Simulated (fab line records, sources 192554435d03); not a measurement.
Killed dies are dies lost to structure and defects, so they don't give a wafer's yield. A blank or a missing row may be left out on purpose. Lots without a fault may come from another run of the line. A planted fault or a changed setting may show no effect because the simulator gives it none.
fab line records | flow n5_finfet
record lots=24 wafers=72 last_day=19
route steps=1938 shown BEOL_M1@767 BEOL_M2@842
lots that met no fault: from a run of the same line without faults
start_h: hours from the record's first day to the start of the lot's first wafer shown | wait_h: hours since the lot's step before | " the same as in the row above | L1.1+2: a row that stands for several wafers | - no value, or no start given | * or withheld: withheld | < > ~ a bound
route shown NAME@n: a module of which the file shows steps, and the number in the route of the first | usual: mean/standard deviation of fault-free wafers | same: alike in all rows | chamber/n: place in a boat | sites: the reading at each site | _std_site: their standard deviation | _edge_site: outer sites' mean less inner sites' | radius_mm: how far each site lies from the wafer's centre | mask NAME#n: copy n | behind: the tool/chamber that last shaped the wafer | hold: why the lot was held/for how many hours/how that ended | device: the transistor (n, p or np) that didn't switch | end of line: the same wafers' tests at the end of the route | a step without rows: its recipe alone | killed: dies lost to structure and defects at the first sort, not the wafer's yield | map: a wafer's dies, x killed, . not, _ none there
set.NAME: the setting as run; set.NAME@STEP: as run at that earlier step | model.NAME: the simulator's own value behind a step, which no gauge read
steps of the route over a sample of lots; a table a step, a row a wafer
services: from which hour (start_h, from the record's first day; less than 0 if before it) a tool's chamber was out of use, for how many hours, and why
## steps
# step N5_BEOL_M1_DESCUM_16
# recipe chemistry=O2 time_s=7 source_power_w=50 bias_power_w=20 pressure_mtorr=20 rf_frequency_hz=2.712e+07 temp_c=40 resist=CAR-EUV o2_flow_sccm=225
# usual drypump_motor_current_A=5.7/0.46 oes_product_au=0.78/0.1 rf_vpp_V=243.4/1.3 showerhead_plenum_p_Torr=2.11/0.072 throttle_valve_pct=20.4/0.35
# columns lot.wafer tool chamber start_h wait_h drypump_motor_current_A oes_product_au rf_hours_counter_h rf_vpp_V showerhead_plenum_p_Torr throttle_valve_pct
L074.2 rie_diel-04 2 149.59 0.0 4.9 0.82 78 245.2 2.15 20.5
L074.4 " 3 " " 5.0 0.91 20 243.2 2.10 19.7
L074.5 " 1 " " 6.2 0.70 - 241.9 2.00 20.7
L075.1 rie_diel-05 2 151.65 0.0 5.8 0.94 9 241.1 2.03 20.0
L075.3 " 3 " " 5.3 0.70 229 242.7 2.08 20.9
L075.5 " 0 " " 6.5 0.71 - 244.9 2.17 20.7
L078.1 rie_diel-02 0 153.85 0.2 6.0 0.74 179 243.1 2.08 20.6
L078.2 " 2 " " 5.6 0.68 237 242.0 2.09 21.0
L078.6 " 1 " " 5.9 0.73 - 244.2 2.17 20.6
L076.1 rie_diel-02 0 154.25 0.1 6.0 0.73 179 241.7 2.08 20.6
L076.2 " 2 " " 5.7 0.69 237 241.6 2.09 21.0
L076.6 " 1 " " 5.9 0.73 - 243.8 2.17 20.6
L077.2 rie_diel-04 1 155.24 0.0 6.2 0.69 226 243.0 2.00 20.7
L077.3 " 0 " " 5.2 0.96 4 245.0 2.26 20.2
L077.4 " 2 " " 4.9 0.81 80 243.5 2.15 20.5
L080.1 rie_diel-05 2 159.77 0.1 5.7 0.93 11 242.7 2.03 20.0
L080.2 " 1 " " 5.5 0.70 206 242.9 2.05 20.4
L080.6 " 2 " " 5.7 0.94 - 242.9 2.03 20.0
L079.3 rie_diel-04 2 160.21 0.2 4.9 0.82 81 244.4 2.15 20.5
L079.4 " 0 " " 5.3 0.95 6 244.8 2.26 20.2
L079.6 " 3 " " 5.0 0.90 - 242.5 2.10 19.7
L081.2 rie_diel-04 3 165.53 0.1 5.0 0.90 25 243.1 2.10 19.7
L081.3 " 2 " " 4.9 0.81 83 243.1 2.14 20.5
L081.5 " 3 " " 5.0 0.90 - 243.6 2.10 19.7
L082.2 rie_diel-04 3 175.43 0.0 5.0 0.89 27 243.9 2.10 19.7
L082.5 " 3 " " 5.0 0.89 - 242.1 2.10 19.7
L082.6 " 0 " " 5.3 0.93 - 245.8 2.26 20.2
L083.1 rie_diel-02 0 178.97 0.4 6.0 0.73 186 243.1 2.08 20.6
L083.2 " 2 " " 5.6 0.68 243 242.8 2.09 21.0
L083.3 " 3 " " 5.4 0.89 31 244.4 2.23 20.3
L084.1 rie_diel-05 3 194.84 0.0 5.2 0.69 243 242.4 2.08 20.9
L084.3 " 0 " " 6.5 0.71 196 244.1 2.16 20.7
L084.6 " 3 " " 5.3 0.69 - 243.4 2.08 20.9
L085.1 rie_diel-02 0 197.62 0.0 6.0 0.73 192 243.5 2.08 20.6
L085.2 " 3 " " 5.4 0.88 37 245.0 2.23 20.3
L085.6 " 3 " " 5.4 0.89 - 245.1 2.23 20.3
L086.4 rie_diel-02 1 204.76 0.0 5.8 0.71 186 244.6 2.16 20.6
L086.5 " 3 " " 5.4 0.88 - 244.9 2.23 20.3
L086.6 " 0 " " 6.0 0.73 - 244.7 2.08 20.6
L088.2 rie_diel-02 1 215.05 0.3 5.8 0.71 190 243.9 2.16 20.6
L088.3 " 0 " " 6.0 0.73 198 242.9 2.08 20.6
L088.6 " 3 " " 5.3 0.87 - 245.4 2.23 20.3
L087.1 rie_diel-05 0 215.17 0.1 6.5 0.70 201 244.4 2.16 20.8
L087.3 " 2 " " 5.8 0.90 28 242.9 2.03 20.0
L087.5 " 1 " " 5.5 0.70 - 242.4 2.05 20.4
L089.3 rie_diel-02 1 218.99 0.0 5.8 0.69 192 243.4 2.16 20.6
L089.4 " 3 " " 5.4 0.86 - 245.6 2.23 20.3
L089.6 " 0 " " 6.1 0.72 - 244.7 2.08 20.6
L092.1 rie_diel-05 1 223.03 0.0 5.5 0.69 222 242.6 2.05 20.4
L092.4 " 0 " " 6.5 0.70 - 245.4 2.16 20.7
L092.5 " 1 " " 5.5 0.68 - 242.3 2.05 20.4
L090.1 rie_diel-05 0 223.67 0.0 6.4 0.69 203 243.8 2.16 20.7
L090.4 " 0 " " 6.4 0.69 - 242.6 2.16 20.8
L090.6 " 2 " " 5.8 0.89 - 242.7 2.02 20.0
L091.1 rie_diel-02 2 226.56 0.0 5.7 1.00 0 242.6 2.09 20.6
L091.3 " 0 " " 6.0 0.73 202 242.5 2.08 20.6
L091.4 " 1 " " 5.9 0.71 194 245.8 2.16 20.6
L093.1 rie_diel-05 2 241.83 0.0 5.8 0.89 38 242.3 2.02 20.0
L093.4 " 0 " " 6.5 0.70 - 243.5 2.16 20.8
L093.5 " 2 " " 5.7 0.88 - 243.0 2.02 20.0
L094.2 rie_diel-04 2 247.26 0.2 4.9 0.80 105 243.1 2.14 20.5
L094.5 " 3 " " 5.0 0.87 - 242.7 2.09 19.7
L094.6 " 2 " " 4.9 0.80 - 243.4 2.14 20.5
L096.4 rie_diel-05 2 253.57 0.0 5.8 0.88 42 242.7 2.02 20.0
L096.5 " 3 " " 5.3 0.98 - 242.0 2.08 20.6
L096.6 " 0 " " 6.5 0.69 - 245.5 2.15 20.8
L095.1 rie_diel-05 0 256.69 0.2 6.4 0.68 215 244.6 2.15 20.8
L095.3 " 1 " " 5.5 0.68 234 242.0 2.04 20.4
L095.4 " 3 " " 5.3 0.97 2 242.8 2.08 20.6
L097.1 rie_diel-05 0 263.53 0.0 6.5 0.68 217 243.2 2.15 20.8
L097.2 " 2 " " 5.8 0.87 44 242.3 2.02 20.0
L097.5 " 3 " " 5.2 0.96 - 241.1 2.07 20.6
# step N5_BEOL_M1_STRIP_19
# recipe chemistry=O2 power_w=400 temp_c=40 pressure_mtorr=30 rf_frequency_hz=6e+07 bias_power_w=0 overash_fraction=0.2 o2_flow_sccm=225
# usual drypump_motor_current_A=5.6/0.44 oes_product_au=0.79/0.1 rf_vpp_V=3.7/0.54 showerhead_plenum_p_Torr=2.12/0.077 throttle_valve_pct=16.6/0.36
# columns lot.wafer tool chamber start_h wait_h drypump_motor_current_A oes_product_au rf_hours_counter_h rf_vpp_V showerhead_plenum_p_Torr throttle_valve_pct
L074.2 rie_diel-05 1 149.95 0.1 5.5 0.71 204 3.9 2.06 16.7
L074.4 " 1 " " 5.5 0.71 - 3.6 2.06 16.7
L074.5 " 3 " " 5.3 0.71 - 3.5 2.09 17.1
L075.1 rie_diel-05 0 152.01 0.1 6.5 0.70 183 2.7 2.17 17.0
L075.3 " 3 " " 5.3 0.69 229 3.5 2.09 17.1
L075.5 " 2 " " 5.7 0.93 - 3.4 2.04 16.2
L078.1 rie_diel-02 1 154.21 0.1 5.9 0.72 173 2.4 2.17 16.9
L078.2 " 0 " " 6.0 0.74 179 3.9 2.09 16.8
L078.6 " 2 " " 5.7 0.69 - 2.7 2.10 17.2
L076.1 rie_diel-05 3 154.61 0.1 5.3 0.70 230 3.3 2.09 17.1
L076.2 " 1 " " 5.5 0.71 205 4.1 2.06 16.7
L076.6 " 2 " " 5.8 0.94 - 3.7 2.04 16.2
L077.2 rie_diel-04 3 155.60 0.1 5.0 0.90 22 4.0 2.10 16.0
L077.3 " 2 " " 4.9 0.82 80 3.7 2.15 16.7
L077.4 " 0 " " 5.3 0.97 4 3.3 2.26 16.3
L080.1 rie_diel-04 1 160.13 0.1 6.2 0.69 226 3.3 2.00 17.0
L080.2 " 2 " " 4.9 0.82 81 3.6 2.15 16.7
L080.6 " 2 " " 4.9 0.82 - 3.5 2.15 16.7
L079.3 rie_diel-05 1 160.60 0.1 5.5 0.70 207 3.5 2.06 16.7
L079.4 " 3 " " 5.3 0.70 232 3.3 2.09 17.2
L079.6 " 1 " " 5.5 0.70 - 3.8 2.06 16.7
L081.2 rie_diel-04 2 165.99 0.1 4.9 0.81 83 2.6 2.15 16.7
L081.3 " 0 " " 5.3 0.93 7 3.6 2.26 16.3
L081.5 " 3 " " 5.0 0.89 - 3.9 2.10 16.0
L082.2 rie_diel-04 2 175.79 0.1 4.9 0.81 85 3.7 2.15 16.7
L082.5 " 3 " " 5.0 0.90 - 2.6 2.10 16.0
L082.6 " 0 " " 5.3 0.95 - 4.0 2.26 16.3
L083.1 rie_diel-02 1 179.40 0.1 5.9 0.71 180 3.9 2.17 16.9
L083.2 " 2 " " 5.7 0.68 243 3.2 2.09 17.2
L083.3 " 3 " " 5.4 0.88 31 3.9 2.24 16.5
L084.1 rie_diel-04 0 195.19 0.1 5.3 0.92 15 3.1 2.26 16.3
L084.3 " 2 " " 4.9 0.80 91 4.2 2.15 16.7
L084.6 " 0 " " 5.3 0.92 - 3.6 2.26 16.3
L085.1 rie_diel-04 0 197.99 0.1 5.3 0.93 16 3.7 2.26 16.3
L085.2 " 2 " " 4.9 0.80 91 4.5 2.15 16.7
L085.6 " 0 " " 5.3 0.91 - 4.6 2.26 16.3
L086.4 rie_diel-05 2 205.14 0.1 5.8 0.89 - 3.2 2.03 16.2
L086.5 " 1 " " 5.5 0.70 - 3.2 2.06 16.7
L086.6 " 3 " " 5.3 0.69 - 4.0 2.08 17.2
L088.2 rie_diel-05 3 215.41 0.1 5.3 0.68 248 3.1 2.08 17.1
L088.3 " 0 " " 6.5 0.69 201 3.4 2.16 17.0
L088.6 " 3 " " 5.2 0.68 - 4.2 2.08 17.2
L087.1 rie_diel-05 1 215.54 0.1 5.5 0.69 220 3.0 2.05 16.7
L087.3 " 2 " " 5.7 0.89 28 3.7 2.03 16.2
L087.5 " 1 " " 5.5 0.68 - 3.6 2.05 16.7
L089.3 rie_diel-04 3 219.41 0.1 5.0 0.86 39 4.1 2.10 16.0
L089.4 " 2 " " 4.9 0.80 98 4.0 2.14 16.7
L089.6 " 2 " " 4.9 0.80 - 3.7 2.14 16.8
L092.1 rie_diel-02 0 223.39 0.1 6.0 0.73 201 4.5 2.08 16.8
L092.4 " 0 " " 6.0 0.73 - 3.7 2.08 16.9
L092.5 " 3 " " 5.4 0.86 - 2.8 2.23 16.5
L090.1 rie_diel-05 1 224.12 0.2 5.5 0.69 223 4.0 2.05 16.7
L090.4 " 1 " " 5.5 0.69 - 3.5 2.05 16.7
L090.6 " 2 " " 5.8 0.89 - 4.6 2.03 16.2
L091.1 rie_diel-05 2 226.92 0.1 5.8 0.89 32 3.3 2.03 16.3
L091.3 " 1 " " 5.5 0.69 224 4.2 2.05 16.7
L091.4 " 0 " " 6.4 0.70 - 3.4 2.16 17.0
L093.1 rie_diel-02 3 242.27 0.2 5.4 0.86 52 4.0 2.23 16.5
L093.4 " 0 " " 6.0 0.72 207 4.5 2.08 16.9
L093.5 " 2 " " 5.6 0.98 - 2.6 2.09 16.8
L094.2 rie_diel-02 2 247.71 0.1 5.7 0.96 6 4.8 2.09 16.8
L094.5 " 0 " " 6.0 0.73 - 3.2 2.08 16.9
L094.6 " 3 " " 5.3 0.85 - 3.7 2.23 16.5
L096.4 rie_diel-04 0 253.95 0.1 5.3 0.89 - 3.4 2.25 16.3
L096.5 " 2 " " 4.9 0.80 - 3.5 2.14 16.8
L096.6 " 3 " " 5.0 0.87 - 4.0 2.10 16.0
L095.1 rie_diel-02 0 257.13 0.1 6.0 0.72 212 4.5 2.08 16.9
L095.3 " 1 " " 5.8 0.70 204 4.8 2.16 16.9
L095.4 " 0 " " 6.0 0.73 - 3.6 2.08 16.9
L097.1 rie_diel-04 3 263.96 0.2 5.0 0.85 53 3.4 2.09 16.1
L097.2 " 2 " " 4.9 0.79 111 3.4 2.14 16.8
L097.5 " 0 " " 5.2 0.87 - 4.8 2.25 16.4
# step N5_BEOL_M1_SPUTTER_48
# recipe material=Cu target_thk_a=45 temp_c=-20 chamber_pressure_pa=0.07 power_w=withheld time_s=8.29
# usual throttle_valve_pct=30.1/0.91
# columns lot.wafer tool chamber start_h wait_h throttle_valve_pct
L074.2 pvd_sputter-01 - 157.17 0.1 28.3
L074.4 " - " " 29.5
L074.5 " - " " 30.2
L075.1 pvd_sputter-02 - 162.28 0.1 29.6
L075.3 " - " " 30.9
L075.5 " - " " 29.5
L078.1 pvd_sputter-03 - 162.30 0.1 30.6
L078.2 " - " " 30.9
L078.6 " - " " 30.8
L076.1 pvd_sputter-01 - 162.87 0.1 28.3
L076.2 " - " " 29.5
L076.6 " - " " 29.9
L077.2 pvd_sputter-02 - 165.96 0.2 29.8
L077.3 " - " " 31.0
L077.4 " - " " 29.7
L079.3 pvd_sputter-02 - 167.80 0.5 29.7
L079.4 " - " " 29.4
L079.6 " - " " 29.5
L080.1 pvd_sputter-01 - 169.15 1.7 30.2
L080.2 " - " " 29.4
L080.6 " - " " 30.0
L081.2 pvd_sputter-02 - 170.80 0.2 29.6
L081.3 " - " " 30.9
L081.5 " - " " 30.6
L082.2 pvd_sputter-03 - 179.71 0.5 32.2
L082.5 " - " " 31.1
L082.6 " - " " 30.9
L083.1 pvd_sputter-02 - 183.96 1.4 29.7
L083.2 " - " " 29.7
L083.3 " - " " 30.9
L084.1 pvd_sputter-02 - 198.22 0.2 29.8
L084.3 " - " " 29.7
L084.6 " - " " 29.6
L085.1 pvd_sputter-02 - 208.91 0.2 29.7
L085.2 " - " " 29.8
L085.6 " - " " 30.6
L086.4 pvd_sputter-02 - 212.29 0.1 29.3
L086.5 " - " " 30.8
L086.6 " - " " 29.7
L088.2 pvd_sputter-01 - 224.10 0.5 30.6
L088.3 " - " " 29.7
L088.6 " - " " 30.3
L087.1 pvd_sputter-03 - 229.26 0.1 30.4
L087.3 " - " " 30.9
L087.5 " - " " 30.7
L089.3 pvd_sputter-01 - 231.05 1.9 30.1
L089.4 " - " " 29.4
L089.6 " - " " 30.5
L090.1 pvd_sputter-03 - 232.58 0.1 31.3
L090.4 " - " " 30.4
L090.6 " - " " 31.5
L092.1 pvd_sputter-01 - 232.89 0.4 30.6
L092.4 " - " " 30.5
L092.5 " - " " 30.4
L091.1 pvd_sputter-01 - 235.57 0.1 29.2
L091.3 " - " " 30.7
L091.4 " - " " 28.0
L093.1 pvd_sputter-01 - 247.07 0.2 30.3
L093.4 " - " " 29.6
L093.5 " - " " 30.2
L094.2 pvd_sputter-03 - 250.27 0.2 30.8
L094.5 " - " " 31.1
L094.6 " - " " 32.1
L096.4 pvd_sputter-02 - 257.05 0.0 29.4
L096.5 " - " " 30.8
L096.6 " - " " 29.7
L095.1 pvd_sputter-02 - 264.65 0.3 29.8
L095.3 " - " " 30.7
L095.4 " - " " 29.6
L097.1 pvd_sputter-02 - 273.29 0.3 30.7
L097.2 " - " " 29.5
L097.5 " - " " 29.8
# step N5_BEOL_M1_ANNEAL_49
# recipe temp_c=400 time_s=240 ambient=vacuum
# usual heater_power_w=862/130
# columns lot.wafer tool chamber start_h wait_h heater_power_w
L074.2 pvd_sputter-01 - 157.25 0.0 768
L074.4 " - " " 876
L074.5 " - " " 1110
L075.1 pvd_sputter-02 - 162.36 0.0 670
L075.3 " - " " 1013
L075.5 " - " " 759
L078.1 pvd_sputter-03 - 162.38 0.0 889
L078.2 " - " " 757
L078.6 " - " " 763
L076.1 pvd_sputter-01 - 162.95 0.0 766
L076.2 " - " " 832
L076.6 " - " " 1113
L077.2 pvd_sputter-02 - 166.04 0.0 701
L077.3 " - " " 1014
L077.4 " - " " 771
L079.3 pvd_sputter-02 - 167.88 0.0 884
L079.4 " - " " 753
L079.6 " - " " 766
L080.1 pvd_sputter-01 - 169.23 0.0 1151
L080.2 " - " " 851
L080.6 " - " " 1137
L081.2 pvd_sputter-02 - 170.88 0.0 696
L081.3 " - " " 1019
L081.5 " - " " 1024
L082.2 pvd_sputter-03 - 179.79 0.0 799
L082.5 " - " " 741
L082.6 " - " " 887
L083.1 pvd_sputter-02 - 184.04 0.0 689
L083.2 " - " " 751
L083.3 " - " " 991
L084.1 pvd_sputter-02 - 198.30 0.0 711
L084.3 " - " " 923
L084.6 " - " " 884
L085.1 pvd_sputter-02 - 208.99 0.0 788
L085.2 " - " " 700
L085.6 " - " " 991
L086.4 pvd_sputter-02 - 212.37 0.0 771
L086.5 " - " " 1032
L086.6 " - " " 719
L088.2 pvd_sputter-01 - 224.18 0.0 861
L088.3 " - " " 855
L088.6 " - " " 1099
L087.1 pvd_sputter-03 - 229.34 0.0 890
L087.3 " - " " 740
L087.5 " - " " 750
L089.3 pvd_sputter-01 - 231.13 0.0 1128
L089.4 " - " " 870
L089.6 " - " " 889
L090.1 pvd_sputter-03 - 232.66 0.0 800
L090.4 " - " " 873
L090.6 " - " " 797
L092.1 pvd_sputter-01 - 232.97 0.0 889
L092.4 " - " " 1128
L092.5 " - " " 1127
L091.1 pvd_sputter-01 - 235.65 0.0 852
L091.3 " - " " 901
L091.4 " - " " 782
L093.1 pvd_sputter-01 - 247.15 0.0 884
L093.4 " - " " 863
L093.5 " - " " 1126
L094.2 pvd_sputter-03 - 250.35 0.0 740
L094.5 " - " " 779
L094.6 " - " " 793
L096.4 pvd_sputter-02 - 257.13 0.0 761
L096.5 " - " " 1010
L096.6 " - " " 891
L095.1 pvd_sputter-02 - 264.73 0.0 884
L095.3 " - " " 1016
L095.4 " - " " 766
L097.1 pvd_sputter-02 - 273.37 0.0 1049
L097.2 " - " " 690
L097.5 " - " " 714
# step N5_BEOL_M1_CO_CAP_55
# recipe material=Co target_thk_a=20 temp_c=200 precursor=CCTBA/H2 pressure_torr=30 time_s=102.1
# usual heater_power_w=252/12
# columns lot.wafer tool chamber start_h wait_h heater_power_w
L074.2 cvd_co-02 1 159.79 0.0 257
L074.4 " 0 " " 239
L074.5 " 2 " " 253
L075.1 cvd_co-01 1 164.90 0.0 240
L075.3 " 0 " " 276
L075.5 " 0 " " 275
L078.1 cvd_co-02 0 164.95 0.0 244
L078.2 " 1 " " 255
L078.6 " 0 " " 240
L076.1 cvd_co-02 1 165.64 0.0 259
L076.2 " 0 " " 238
L076.6 " 0 " " 248
L077.2 cvd_co-01 1 168.62 0.0 248
L077.3 " 0 " " 272
L077.4 " 1 " " 240
L079.3 cvd_co-02 1 170.42 0.0 248
L079.4 " 1 " " 254
L079.6 " 2 " " 249
L080.1 cvd_co-01 1 171.82 0.0 244
L080.2 " 0 " " 278
L080.6 " 0 " " 286
L081.2 cvd_co-02 1 173.97 0.0 250
L081.3 " 0 " " 244
L081.5 " 1 " " 249
L082.2 cvd_co-01 0 182.62 0.0 280
L082.5 " 1 " " 241
L082.6 " 2 " " 241
L083.1 cvd_co-02 0 186.59 0.0 243
L083.2 " 1 " " 253
L083.3 " 2 " " 252
L084.1 cvd_co-01 2 200.86 0.0 239
L084.3 " 0 " " 281
L084.6 " 1 " " 246
L085.1 cvd_co-01 0 211.53 0.0 281
L085.2 " 1 " " 248
L085.6 " 2 " " 259
L086.4 cvd_co-02 2 214.95 0.0 258
L086.5 " 1 " " 255
L086.6 " 0 " " 239
L088.2 cvd_co-02 1 226.73 0.0 254
L088.3 " 2 " " 246
L088.6 " 1 " " 252
L087.1 cvd_co-02 2 231.89 0.0 251
L087.3 " 1 " " 255
L087.5 " 2 " " 245
L089.3 cvd_co-02 2 233.67 0.0 248
L089.4 " 0 " " 238
L089.6 " 2 " " 251
L090.1 cvd_co-01 2 235.21 0.0 243
L090.4 " 1 " " 245
L090.6 " 0 " " 279
L092.1 cvd_co-02 0 235.59 0.0 247
L092.4 " 1 " " 260
L092.5 " 2 " " 238
L091.1 cvd_co-01 0 238.30 0.0 280
L091.3 " 2 " " 253
L091.4 " 2 " " 249
L093.1 cvd_co-01 1 249.71 0.0 245
L093.4 " 1 " " 244
L093.5 " 0 " " 277
L094.2 cvd_co-02 1 252.90 0.0 256
L094.5 " 1 " " 254
L094.6 " 2 " " 259
L096.4 cvd_co-01 1 259.71 0.0 254
L096.5 " 2 " " 248
L096.6 " 0 " " 282
L095.1 cvd_co-02 2 267.71 0.0 260
L095.3 " 0 " " 248
L095.4 " 2 " " 251
L097.1 cvd_co-02 2 275.95 0.0 256
L097.2 " 0 " " 249
L097.5 " 0 " " 246
# step N5_BEOL_M2_THK_MEAS_01
# recipe reads=SiOC_of_BEOL_M2_ILD_DEP_00
# usual M2_ILD_THK=79.2/1.3
# columns lot.wafer tool chamber start_h wait_h M2_ILD_THK[nm]
L074.2 film_metro-02 - 160.13 0.1 78.0
L074.4 " - " " 79.2
L074.5 " - " " 78.9
L075.1 film_metro-01 - 165.25 0.0 79.2
L075.3 " - " " 78.2
L075.5 " - " " 80.7
L078.1 film_metro-01 - 165.31 0.1 77.4
L078.2 " - " " 77.5
L078.6 " - " " 79.9
L076.1 film_metro-02 - 165.99 0.0 77.9
L076.2 " - " " 78.1
L076.6 " - " " 78.8
L077.2 film_metro-01 - 168.93 0.1 79.2
L077.3 " - " " 79.8
L077.4 " - " " 80.9
L079.3 film_metro-02 - 170.74 0.1 78.2
L079.4 " - " " 79.9
L079.6 " - " " 79.1
L080.1 film_metro-02 - 172.14 0.1 78.6
L080.2 " - " " 79.2
L080.6 " - " " 80.3
L081.2 film_metro-02 - 174.29 0.1 78.5
L081.3 " - " " 78.2
L081.5 " - " " 80.2
L082.2 film_metro-02 - 183.11 0.2 78.5
L082.5 " - " " 79.0
L082.6 " - " " 79.8
L083.1 film_metro-02 - 186.90 0.0 77.8
L083.2 " - " " 78.2
L083.3 " - " " 77.7
L084.1 film_metro-01 - 201.17 0.0 78.6
L084.3 " - " " 78.6
L084.6 " - " " 80.2
L085.1 film_metro-02 - 211.84 0.0 79.2
L085.2 " - " " 78.0
L085.6 " - " " 80.6
L086.4 film_metro-01 - 215.23 0.0 80.4
L086.5 " - " " 81.6
L086.6 " - " " 79.6
L088.2 film_metro-01 - 227.04 0.1 80.1
L088.3 " - " " 80.2
L088.6 " - " " 79.9
L087.1 film_metro-02 - 232.20 0.0 80.4
L087.3 " - " " 79.3
L087.5 " - " " 79.4
L089.3 film_metro-02 - 234.01 0.1 78.0
L089.4 " - " " 78.6
L089.6 " - " " 79.1
L090.1 film_metro-02 - 235.55 0.0 76.9
L090.4 " - " " 79.1
L090.6 " - " " 78.3
L092.1 film_metro-02 - 235.90 0.0 80.7
L092.4 " - " " 82.1
L092.5 " - " " 79.8
L091.1 film_metro-01 - 238.62 0.1 75.8
L091.3 " - " " 77.9
L091.4 " - " " 76.0
L093.1 film_metro-02 - 250.03 0.0 79.9
L093.4 " - " " 81.0
L093.5 " - " " 79.9
L094.2 film_metro-01 - 253.21 0.1 77.8
L094.5 " - " " 79.1
L094.6 " - " " 76.7
L096.4 film_metro-02 - 259.99 0.0 77.3
L096.5 " - " " 79.9
L096.6 " - " " 79.6
L095.1 film_metro-01 - 268.06 0.0 78.6
L095.3 " - " " 78.3
L095.4 " - " " 80.4
L097.1 film_metro-01 - 276.30 0.0 80.1
L097.2 " - " " 79.8
L097.5 " - " " 80.2
## services
# columns tool chamber start_h hours kind
pvd_sputter-01 - 128.15 7.3 repair
rie_diel-02 0 137.14 1.7 repair
pvd_sputter-01 - 138.01 14.9 repair
rie_diel-05 0 139.20 12.1 repair
cvd_co-01 - 149.56 6.8 repair
pvd_sputter-02 - 152.82 8.3 repair
cvd_co-02 2 162.97 6.2 repair
rie_diel-02 2 167.26 2.7 repair
rie_diel-04 3 171.42 1.6 repair
rie_diel-04 1 190.80 1.3 repair
cvd_co-01 - 193.17 1.1 repair
rie_diel-05 3 222.62 - clean
rie_diel-05 3 222.62 - consumable_replace:focus_ring
rie_diel-05 3 222.62 24.3 scheduled_down
rie_diel-05 3 222.62 24.3 vent_cycle
rie_diel-05 - 229.87 0.2 repair
rie_diel-04 1 253.38 - clean
rie_diel-04 1 253.38 - consumable_replace:focus_ring
rie_diel-04 1 253.38 - consumable_replace:showerhead
rie_diel-04 1 253.38 17.5 scheduled_down
rie_diel-04 1 253.38 17.5 vent_cycle
cvd_co-02 1 261.07 15.9 repair
cvd_co-01 - 265.49 1.7 repair
rie_diel-02 2 266.68 5.1 repair
## key
fault none
